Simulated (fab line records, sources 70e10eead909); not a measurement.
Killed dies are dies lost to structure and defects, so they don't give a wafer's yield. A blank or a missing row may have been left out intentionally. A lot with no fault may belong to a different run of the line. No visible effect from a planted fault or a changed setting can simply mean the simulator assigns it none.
Tool commonality check / flow nand_harc / 13 lots, 39 wafers sampled

== WHY THIS WAS OPENED ==
On 2 of the 13 lots, a flag is raised at NHARC_P_STI_INSPECT_11 on the reading raw_defect_count. Fault-free wafers read 6, with a standard deviation of 3.4.
Rule: a lot is flagged in two cases, either no wafer of it has a number, or all its wafers with numbers fall more than 4 standard deviations from that mean. The rest of the lots are taken to be sound.

lot=L258; measured=day 2 20:02; on=defect_inspect-01; raw_defect_count, wafer by wafer=3 6 7; flag=
lot=L259; measured=day 3 06:26; on=defect_inspect-01; raw_defect_count, wafer by wafer=9 5 6; flag=
lot=L261; measured=day 4 00:47; on=defect_inspect-02; raw_defect_count, wafer by wafer=5 7 5; flag=
lot=L263; measured=day 4 22:06; on=defect_inspect-01; raw_defect_count, wafer by wafer=7 3 5; flag=
lot=L265; measured=day 5 17:41; on=defect_inspect-02; raw_defect_count, wafer by wafer=7 3 9; flag=
lot=L266; measured=day 6 03:51; on=defect_inspect-01; raw_defect_count, wafer by wafer=6 5 8; flag=
lot=L268; measured=day 7 04:16; on=defect_inspect-01; raw_defect_count, wafer by wafer=4 2 5; flag=
lot=L269; measured=day 7 11:03; on=defect_inspect-01; raw_defect_count, wafer by wafer=9 11 6; flag=
lot=L270; measured=day 7 18:57; on=defect_inspect-01; raw_defect_count, wafer by wafer=560 575 568; flag=FLAGGED
lot=L271; measured=day 8 04:58; on=defect_inspect-02; raw_defect_count, wafer by wafer=9 8 5; flag=
lot=L272; measured=day 8 14:53; on=defect_inspect-02; raw_defect_count, wafer by wafer=534 499 531; flag=FLAGGED
lot=L280; measured=day 11 23:43; on=defect_inspect-01; raw_defect_count, wafer by wafer=2 4 15; flag=
lot=L281; measured=day 12 08:06; on=defect_inspect-02; raw_defect_count, wafer by wafer=3 5 1; flag=
Flagged lots average 544: +538 relative to the usual, that is +99 or more standard deviations.

== WHICH TOOL RAN EACH LOT ==
Before the reading, the record contains 2 process steps out of a 1302-step route. In each cell: the tool, then ch and the chambers that the sampled wafers went through, then the start.
lot=L258; flag=; NHARC_P_ZERO_WELL_DESCUM_39=rie_diel-11 ch 2,3, day 2 00:27; NHARC_P_STI_OXIDE_29=furnace-06 ch 0, day 2 08:50
lot=L259; flag=; NHARC_P_ZERO_WELL_DESCUM_39=rie_diel-05 ch 0,3, day 2 10:31; NHARC_P_STI_OXIDE_29=furnace-02 ch 0, day 2 19:02
lot=L261; flag=; NHARC_P_ZERO_WELL_DESCUM_39=rie_diel-09 ch 1,2,3, day 3 06:07; NHARC_P_STI_OXIDE_29=furnace-06 ch 0, day 3 13:22
lot=L263; flag=; NHARC_P_ZERO_WELL_DESCUM_39=rie_diel-11 ch 1,2, day 4 02:23; NHARC_P_STI_OXIDE_29=furnace-02 ch 0, day 4 10:44
lot=L265; flag=; NHARC_P_ZERO_WELL_DESCUM_39=rie_diel-09 ch 0,1, day 4 22:13; NHARC_P_STI_OXIDE_29=furnace-02 ch 0, day 5 05:28
lot=L266; flag=; NHARC_P_ZERO_WELL_DESCUM_39=rie_diel-09 ch 0,1,2, day 5 08:27; NHARC_P_STI_OXIDE_29=furnace-02 ch 0, day 5 16:32
lot=L268; flag=; NHARC_P_ZERO_WELL_DESCUM_39=rie_diel-11 ch 0,2,3, day 6 04:17; NHARC_P_STI_OXIDE_29=furnace-06 ch 0, day 6 16:53
lot=L269; flag=; NHARC_P_ZERO_WELL_DESCUM_39=rie_diel-09 ch 0,1,3, day 6 14:19; NHARC_P_STI_OXIDE_29=furnace-06 ch 0, day 6 23:35
lot=L270; flag=FLAGGED; NHARC_P_ZERO_WELL_DESCUM_39=rie_diel-11 ch 0,1,3, day 7 00:08; NHARC_P_STI_OXIDE_29=furnace-06 ch 0, day 7 07:36
lot=L271; flag=; NHARC_P_ZERO_WELL_DESCUM_39=rie_diel-09 ch 0,1,3, day 7 10:32; NHARC_P_STI_OXIDE_29=furnace-05 ch 0, day 7 17:31
lot=L272; flag=FLAGGED; NHARC_P_ZERO_WELL_DESCUM_39=rie_diel-11 ch 0,1,3, day 7 20:22; NHARC_P_STI_OXIDE_29=furnace-06 ch 0, day 8 03:28
lot=L280; flag=; NHARC_P_ZERO_WELL_DESCUM_39=rie_diel-11 ch 0,1, day 11 04:20; NHARC_P_STI_OXIDE_29=furnace-02 ch 0, day 11 12:28
lot=L281; flag=; NHARC_P_ZERO_WELL_DESCUM_39=rie_diel-11 ch 0,1,3, day 11 14:07; NHARC_P_STI_OXIDE_29=furnace-05 ch 0, day 11 20:45
What the steps here do:
- NHARC_P_ZERO_WELL_DESCUM_39: chemistry O2, time 3 s.
- NHARC_P_STI_OXIDE_29: material SiO2, target thk 10 nm, ox time 1362 s.
- NHARC_P_STI_INSPECT_11

== FLAGGED OVER TOTAL, TOOL BY TOOL (the gauges that took the reading come last) ==
step=NHARC_P_ZERO_WELL_DESCUM_39; tool=rie_diel-05; lots run=1; flagged=0; share of the flagged lots=none; sound lots run after its first flagged lot=-
step=NHARC_P_ZERO_WELL_DESCUM_39; tool=rie_diel-09; lots run=5; flagged=0; share of the flagged lots=none; sound lots run after its first flagged lot=-
step=NHARC_P_ZERO_WELL_DESCUM_39; tool=rie_diel-11; lots run=7; flagged=2; share of the flagged lots=all; sound lots run after its first flagged lot=2 (L280,L281)
step=NHARC_P_STI_OXIDE_29; tool=furnace-02; lots run=5; flagged=0; share of the flagged lots=none; sound lots run after its first flagged lot=-
step=NHARC_P_STI_OXIDE_29; tool=furnace-05; lots run=2; flagged=0; share of the flagged lots=none; sound lots run after its first flagged lot=-
step=NHARC_P_STI_OXIDE_29; tool=furnace-06; lots run=6; flagged=2; share of the flagged lots=all; sound lots run after its first flagged lot=0
step=NHARC_P_STI_INSPECT_11; tool=defect_inspect-01; lots run=8; flagged=1; share of the flagged lots=some; sound lots run after its first flagged lot=1 (L280)
step=NHARC_P_STI_INSPECT_11; tool=defect_inspect-02; lots run=5; flagged=1; share of the flagged lots=some; sound lots run after its first flagged lot=1 (L281)

== WHAT THE TABLE PERMITS ==
In 2 table rows, all flagged lots were run: rie_diel-11 (NHARC_P_ZERO_WELL_DESCUM_39), furnace-06 (NHARC_P_STI_OXIDE_29).
- rie_diel-11 at NHARC_P_ZERO_WELL_DESCUM_39 ran 7 lots, 2 of them flagged. Sound lots ran on it after the first flagged one (L280, L281), which a lasting fault on the whole tool wouldn't allow.
- furnace-06 at NHARC_P_STI_OXIDE_29 ran 6 lots, 2 of them flagged. A fault beginning between L269 (day 6 23:35), its last sound lot, and L270 (day 7 07:36), its first flagged one, fits the data.
What remains is a single tool, furnace-06 at NHARC_P_STI_OXIDE_29.

== WHAT THE SIMULATOR HAD INSERTED ==
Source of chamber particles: furnace-06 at NHARC_P_STI_OXIDE_29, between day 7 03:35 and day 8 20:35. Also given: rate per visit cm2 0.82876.
Shown lots that were struck: L270, L272. The rule given above showed the same thing.
